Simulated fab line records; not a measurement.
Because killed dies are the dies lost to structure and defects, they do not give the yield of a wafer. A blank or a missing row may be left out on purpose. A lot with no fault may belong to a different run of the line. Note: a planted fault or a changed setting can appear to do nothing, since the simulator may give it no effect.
Which tool is to blame? :: flow n5_finfet :: 9 lots, 26 wafers sampled, at 5 steps of a route of 1938

== WHAT THE GAUGES READ, wafer by wafer ==
N5_SDB_CD_MEAS_11: target cd 50 nm.
lot: L443
measured: day 3 17:58
on: cd_sem-01
cd_nm (nm): 50.0 49.6 50.5

lot: L445
measured: day 4 08:55
on: cd_sem-02
cd_nm (nm): 49.5 47.8

lot: L447
measured: day 4 20:51
on: cd_sem-01
cd_nm (nm): 46.7 48.7 48.2

lot: L448
measured: day 5 00:09
on: cd_sem-03
cd_nm (nm): 50.1 51.0 50.9

lot: L450
measured: day 5 10:26
on: cd_sem-03
cd_nm (nm): 48.1 49.1 49.5

lot: L451
measured: day 5 20:24
on: cd_sem-01
cd_nm (nm): 48.5 47.9 46.6

lot: L463
measured: day 8 22:25
on: cd_sem-01
cd_nm (nm): 49.0 49.8 48.1

lot: L465
measured: day 9 05:52
on: cd_sem-02
cd_nm (nm): 51.6 51.1 51.9

lot: L466
measured: day 9 11:50
on: cd_sem-02
cd_nm (nm): 50.2 50.9 50.3

N5_BEOL_M4_RC_MEAS_101.
lot: L443
measured: day 9 13:01
on: prober-01
DIBL_N (mV/V): 33.9 35.4 35.7
DIBL_P (mV/V): 34.2 35.7 36.5
IOFF_N (nA/um): 0.12 0.16 0.17
IOFF_P (nA/um): 0.17 0.19 0.21
ION_N (uA/um): 659 677 694
ION_P (uA/um): 451 457 467
SS_N (mV/dec): 71.3 71.1 70.8
SS_P (mV/dec): 73.7 73.4 73.6
VT_N (mV): 252 250 246
VT_P (mV): -257 -253 -252

lot: L445
measured: day 9 10:32
on: prober-01
DIBL_N (mV/V): 38.5 39.2
DIBL_P (mV/V): 37.1 37.9
IOFF_N (nA/um): 0.18 0.21
IOFF_P (nA/um): 0.22 0.24
ION_N (uA/um): 671 679
ION_P (uA/um): 458 458
SS_N (mV/dec): 72.7 71.8
SS_P (mV/dec): 73.8 73.9
VT_N (mV): 247 248
VT_P (mV): -250 -246

lot: L447
measured: day 10 16:19
on: prober-02
DIBL_N (mV/V): 34.8 34.9 33.5
DIBL_P (mV/V): 35.5 35.1 34.3
IOFF_N (nA/um): 0.14 0.14 0.12
IOFF_P (nA/um): 0.20 0.20 0.18
ION_N (uA/um): 672 666 661
ION_P (uA/um): 463 462 457
SS_N (mV/dec): 70.9 70.7 70.3
SS_P (mV/dec): 73.6 72.9 72.7
VT_N (mV): 252 251 254
VT_P (mV): -252 -248 -251

lot: L448
measured: day 10 20:53
on: prober-02
DIBL_N (mV/V): 37.0 36.6 34.1
DIBL_P (mV/V): 39.5 38.0 35.2
IOFF_N (nA/um): 0.18 0.17 0.13
IOFF_P (nA/um): 0.26 0.23 0.19
ION_N (uA/um): 667 674 660
ION_P (uA/um): 465 460 463
SS_N (mV/dec): 72.0 71.6 71.6
SS_P (mV/dec): 74.1 74.1 72.9
VT_N (mV): 252 248 254
VT_P (mV): -250 -251 -254

lot: L450
measured: day 10 19:42
on: prober-02
DIBL_N (mV/V): 34.2 36.7 36.2
DIBL_P (mV/V): 33.5 37.9 36.5
IOFF_N (nA/um): 0.13 0.18 0.16
IOFF_P (nA/um): 0.18 0.24 0.22
ION_N (uA/um): 675 684 683
ION_P (uA/um): 465 471 460
SS_N (mV/dec): 70.3 71.8 70.8
SS_P (mV/dec): 72.5 73.6 73.1
VT_N (mV): 252 246 249
VT_P (mV): -250 -246 -250

lot: L451
measured: day 11 00:42
on: prober-01
DIBL_N (mV/V): 38.1 38.7 37.8
DIBL_P (mV/V): 37.4 40.3 39.1
IOFF_N (nA/um): 0.20 0.22 0.19
IOFF_P (nA/um): 0.21 0.26 0.23
ION_N (uA/um): 667 690 677
ION_P (uA/um): 455 466 459
SS_N (mV/dec): 72.1 71.9 71.7
SS_P (mV/dec): 73.1 74.4 73.5
VT_N (mV): 250 244 248
VT_P (mV): -252 -246 -252

lot: L463
measured: day 14 04:13
on: prober-01
DIBL_N (mV/V): 36.3 36.5 39.1
DIBL_P (mV/V): 35.8 36.5 39.1
IOFF_N (nA/um): 0.16 0.16 0.21
IOFF_P (nA/um): 0.18 0.19 0.23
ION_N (uA/um): 681 684 696
ION_P (uA/um): 460 460 462
SS_N (mV/dec): 71.5 71.9 71.9
SS_P (mV/dec): 72.7 73.1 73.3
VT_N (mV): 248 253 245
VT_P (mV): -254 -252 -251

lot: L465
measured: day 15 02:20
on: prober-02
DIBL_N (mV/V): 37.0 37.4 35.2
DIBL_P (mV/V): 38.6 39.4 37.4
IOFF_N (nA/um): 0.19 0.20 0.17
IOFF_P (nA/um): 0.23 0.23 0.21
ION_N (uA/um): 689 696 681
ION_P (uA/um): 460 470 468
SS_N (mV/dec): 71.7 72.3 71.6
SS_P (mV/dec): 74.1 73.4 73.8
VT_N (mV): 247 247 250
VT_P (mV): -250 -251 -251

lot: L466
measured: day 15 05:06
on: prober-01
DIBL_N (mV/V): 36.0 37.5 36.2
DIBL_P (mV/V): 35.5 37.4 36.2
IOFF_N (nA/um): 0.14 0.18 0.16
IOFF_P (nA/um): 0.20 0.24 0.21
ION_N (uA/um): 676 682 678
ION_P (uA/um): 466 473 466
SS_N (mV/dec): 70.8 71.7 71.3
SS_P (mV/dec): 73.0 73.2 73.0
VT_N (mV): 251 249 250
VT_P (mV): -249 -247 -248

== EACH LOT AND THE TOOL THAT RAN IT (in order: tool; ch and the chambers of the sampled wafers; start) ==
lot: L443
N5_SDB_ETCH_18: rie_diel-06 ch 0,2, day 3 18:22
N5_SDB_STRIP_21: rie_diel-06 ch 0,2, day 3 18:31
N5_SDB_CMP_30: cmp-03 ch 0,2, day 3 22:23

lot: L445
N5_SDB_ETCH_18: rie_diel-03 ch 1,2, day 4 09:04
N5_SDB_STRIP_21: rie_diel-03 ch 1,2, day 4 09:13
N5_SDB_CMP_30: cmp-02 ch 1,3, day 4 13:46

lot: L447
N5_SDB_ETCH_18: rie_diel-06 ch 0,1, day 4 21:01
N5_SDB_STRIP_21: rie_diel-06 ch 0,1, day 4 21:09
N5_SDB_CMP_30: cmp-03 ch 0,1,3, day 5 00:35

lot: L448
N5_SDB_ETCH_18: rie_diel-04 ch 2,3, day 5 00:18
N5_SDB_STRIP_21: rie_diel-04 ch 2,3, day 5 00:26
N5_SDB_CMP_30: cmp-02 ch 1,2,3, day 5 03:50

lot: L450
N5_SDB_ETCH_18: rie_diel-03 ch 0,2, day 5 10:43
N5_SDB_STRIP_21: rie_diel-03 ch 0,2, day 5 10:52
N5_SDB_CMP_30: cmp-03 ch 0,1,3, day 5 14:13

lot: L451
N5_SDB_ETCH_18: rie_diel-03 ch 1,2, day 5 20:34
N5_SDB_STRIP_21: rie_diel-03 ch 1,2, day 5 20:42
N5_SDB_CMP_30: cmp-03 ch 0,1,2, day 6 00:01

lot: L463
N5_SDB_ETCH_18: rie_diel-03 ch 0,1, day 8 22:42
N5_SDB_STRIP_21: rie_diel-03 ch 0,1, day 8 22:50
N5_SDB_CMP_30: cmp-02 ch 2,3, day 9 02:14

lot: L465
N5_SDB_ETCH_18: rie_diel-03 ch 1,2,3, day 9 06:01
N5_SDB_STRIP_21: rie_diel-03 ch 1,2,3, day 9 06:09
N5_SDB_CMP_30: cmp-02 ch 0,1,2, day 9 09:32

lot: L466
N5_SDB_ETCH_18: rie_diel-06 ch 0,1,3, day 9 12:06
N5_SDB_STRIP_21: rie_diel-06 ch 0,1,3, day 9 12:14
N5_SDB_CMP_30: cmp-03 ch 0,1,2, day 9 15:36
- N5_SDB_ETCH_18: etches SOC in N2/H2, target depth 100 nm, overetch 20 nm, time 150 s.
- N5_SDB_STRIP_21: strips in CF4.
- N5_SDB_CMP_30: polishes, stops on poly-Si, t overpolish 1.54 s, target thk 30 nm.

== WHAT THE TOOLS THEMSELVES READ (means of the sampled wafers that have a number; where no wafer has one, the mark that the record gives instead) ==
N5_SDB_ETCH_18.
lot: L443
tool: rie_diel-06
bias_w (W): 150.6
chamber_pressure_mTorr (mTorr): 30.011
drypump_motor_current_A (A): 5.3
oes_product_au (a.u.): 0.63
rf_vpp_V (V): 525.9
showerhead_plenum_p_Torr (Torr): 2.60
throttle_valve_pct (%): 17.95

lot: L445
tool: rie_diel-03
bias_w (W): 150.6
chamber_pressure_mTorr (mTorr): 29.970
drypump_motor_current_A (A): 5.9
oes_product_au (a.u.): 0.77
rf_vpp_V (V): 523.3
showerhead_plenum_p_Torr (Torr): 2.52
throttle_valve_pct (%): 17.58

lot: L447
tool: rie_diel-06
bias_w (W): 149.9
chamber_pressure_mTorr (mTorr): 30.005
drypump_motor_current_A (A): 5.5
oes_product_au (a.u.): 0.70
rf_vpp_V (V): 526.6
showerhead_plenum_p_Torr (Torr): 2.65
throttle_valve_pct (%): 17.99

lot: L448
tool: rie_diel-04
bias_w (W): 149.8
chamber_pressure_mTorr (mTorr): 30.008
drypump_motor_current_A (A): 6.1
oes_product_au (a.u.): 0.65
rf_vpp_V (V): 523.4
showerhead_plenum_p_Torr (Torr): 2.53
throttle_valve_pct (%): 17.76

lot: L450
tool: rie_diel-03
bias_w (W): 150.0
chamber_pressure_mTorr (mTorr): 30.001
drypump_motor_current_A (A): 5.5
oes_product_au (a.u.): 0.76
rf_vpp_V (V): 524.6
showerhead_plenum_p_Torr (Torr): 2.53
throttle_valve_pct (%): 17.82

lot: L451
tool: rie_diel-03
bias_w (W): 149.7
chamber_pressure_mTorr (mTorr): 30.018
drypump_motor_current_A (A): 6.1
oes_product_au (a.u.): 0.75
rf_vpp_V (V): 524.0
showerhead_plenum_p_Torr (Torr): 2.53
throttle_valve_pct (%): 17.51

lot: L463
tool: rie_diel-03
bias_w (W): 149.8
chamber_pressure_mTorr (mTorr): 29.989
drypump_motor_current_A (A): 5.9
oes_product_au (a.u.): 0.71
rf_vpp_V (V): 525.5
showerhead_plenum_p_Torr (Torr): 2.58
throttle_valve_pct (%): 17.50

lot: L465
tool: rie_diel-03
bias_w (W): 150.7
chamber_pressure_mTorr (mTorr): 29.988
drypump_motor_current_A (A): 5.9
oes_product_au (a.u.): 0.73
rf_vpp_V (V): 522.5
showerhead_plenum_p_Torr (Torr): 2.49
throttle_valve_pct (%): 17.67

lot: L466
tool: rie_diel-06
bias_w (W): 150.2
chamber_pressure_mTorr (mTorr): 29.989
drypump_motor_current_A (A): 5.4
oes_product_au (a.u.): 0.81
rf_vpp_V (V): 527.3
showerhead_plenum_p_Torr (Torr): 2.66
throttle_valve_pct (%): 17.74

N5_SDB_STRIP_21.
lot: L443
tool: rie_diel-06
cf4_flow_sccm (sccm): 150.3
chamber_pressure_mTorr (mTorr): 50.00
drypump_motor_current_A (A): 5.4
oes_product_au (a.u.): 0.70
rf_vpp_V (V): 271.9
showerhead_plenum_p_Torr (Torr): 1.85
throttle_valve_pct (%): 13.85

lot: L445
tool: rie_diel-03
cf4_flow_sccm (sccm): 150.6
chamber_pressure_mTorr (mTorr): 50.03
drypump_motor_current_A (A): 5.9
oes_product_au (a.u.): 0.84
rf_vpp_V (V): 272.1
showerhead_plenum_p_Torr (Torr): 1.78
throttle_valve_pct (%): 13.37

lot: L447
tool: rie_diel-06
cf4_flow_sccm (sccm): 150.3
chamber_pressure_mTorr (mTorr): 50.01
drypump_motor_current_A (A): 5.5
oes_product_au (a.u.): 0.77
rf_vpp_V (V): 272.5
showerhead_plenum_p_Torr (Torr): 1.87
throttle_valve_pct (%): 13.77

lot: L448
tool: rie_diel-04
cf4_flow_sccm (sccm): 150.2
chamber_pressure_mTorr (mTorr): 49.95
drypump_motor_current_A (A): 6.1
oes_product_au (a.u.): 0.71
rf_vpp_V (V): 271.8
showerhead_plenum_p_Torr (Torr): 1.78
throttle_valve_pct (%): 13.64

lot: L450
tool: rie_diel-03
cf4_flow_sccm (sccm): 149.6
chamber_pressure_mTorr (mTorr): 50.02
drypump_motor_current_A (A): 5.5
oes_product_au (a.u.): 0.84
rf_vpp_V (V): 270.8
showerhead_plenum_p_Torr (Torr): 1.80
throttle_valve_pct (%): 13.56

lot: L451
tool: rie_diel-03
cf4_flow_sccm (sccm): 150.0
chamber_pressure_mTorr (mTorr): 49.96
drypump_motor_current_A (A): 6.1
oes_product_au (a.u.): 0.83
rf_vpp_V (V): 271.7
showerhead_plenum_p_Torr (Torr): 1.79
throttle_valve_pct (%): 13.34

lot: L463
tool: rie_diel-03
cf4_flow_sccm (sccm): 149.5
chamber_pressure_mTorr (mTorr): 49.98
drypump_motor_current_A (A): 5.9
oes_product_au (a.u.): 0.79
rf_vpp_V (V): 271.5
showerhead_plenum_p_Torr (Torr): 1.83
throttle_valve_pct (%): 13.40

lot: L465
tool: rie_diel-03
cf4_flow_sccm (sccm): 149.6
chamber_pressure_mTorr (mTorr): 50.06
drypump_motor_current_A (A): 5.9
oes_product_au (a.u.): 0.80
rf_vpp_V (V): 269.6
showerhead_plenum_p_Torr (Torr): 1.76
throttle_valve_pct (%): 13.43

lot: L466
tool: rie_diel-06
cf4_flow_sccm (sccm): 150.6
chamber_pressure_mTorr (mTorr): 50.03
drypump_motor_current_A (A): 5.4
oes_product_au (a.u.): 0.89
rf_vpp_V (V): 272.8
showerhead_plenum_p_Torr (Torr): 1.88
throttle_valve_pct (%): 13.52

N5_SDB_CMP_30.
lot: L443
tool: cmp-03
motor_current_A (A): 11.1
overpolish_run_s (s): 1.535
time_to_endpoint_s (s): 18.8

lot: L445
tool: cmp-02
motor_current_A (A): 12.6
overpolish_run_s (s): 1.550
time_to_endpoint_s (s): 15.6

lot: L447
tool: cmp-03
motor_current_A (A): 11.4
overpolish_run_s (s): 1.540
time_to_endpoint_s (s): 17.4

lot: L448
tool: cmp-02
motor_current_A (A): 11.9
overpolish_run_s (s): 1.535
time_to_endpoint_s (s): 16.5

lot: L450
tool: cmp-03
motor_current_A (A): 11.7
overpolish_run_s (s): 1.535
time_to_endpoint_s (s): 16.1

lot: L451
tool: cmp-03
motor_current_A (A): 11.3
overpolish_run_s (s): 1.543
time_to_endpoint_s (s): 18.2

lot: L463
tool: cmp-02
motor_current_A (A): 11.0
overpolish_run_s (s): 1.531
time_to_endpoint_s (s): 27.4

lot: L465
tool: cmp-02
motor_current_A (A): 11.6
overpolish_run_s (s): 1.536
time_to_endpoint_s (s): 23.3

lot: L466
tool: cmp-03
motor_current_A (A): 11.5
overpolish_run_s (s): 1.540
time_to_endpoint_s (s): 18.0

== THE ANSWER, worked out from the rows above alone ==
Rule: the usual values come from the lots themselves. Put in order of their means at a reading, lots are off if they are a third of the lots or fewer, leave a main group of 4 or more, and stand apart from it by a gap of 3 or more times the standard deviation of the main group's means; of several such gaps the widest counts. The tables above print the reading to a certain number of digits; a main group whose means all agree to those digits is not used. Also off: a lot with no number at a reading for which 4 or more lots have one. All remaining lots with rows at the step are treated as sound. After the gauges, taken in route order, come the tools' own readings; for these a lot's mean is taken, as printed above. The first step at which some lot is off is used, and at that step the reading that is off furthest; a lot without a number counts as furthest.
Off at N5_SDB_CMP_30 (time_to_endpoint_s): L463, L465. For the main group the mean is 17.2 s and the standard deviation 1.1.
If a tool, at that step or one of the process steps before it, ran each lot that is off and ran no sound lot following the first of them, it fits. 2 tools fit, rie_diel-03 at N5_SDB_ETCH_18 and N5_SDB_STRIP_21 and cmp-02 at N5_SDB_CMP_30, so this cannot tell which one it is.

== WHAT WAS PUT IN BY THE SIMULATOR ==
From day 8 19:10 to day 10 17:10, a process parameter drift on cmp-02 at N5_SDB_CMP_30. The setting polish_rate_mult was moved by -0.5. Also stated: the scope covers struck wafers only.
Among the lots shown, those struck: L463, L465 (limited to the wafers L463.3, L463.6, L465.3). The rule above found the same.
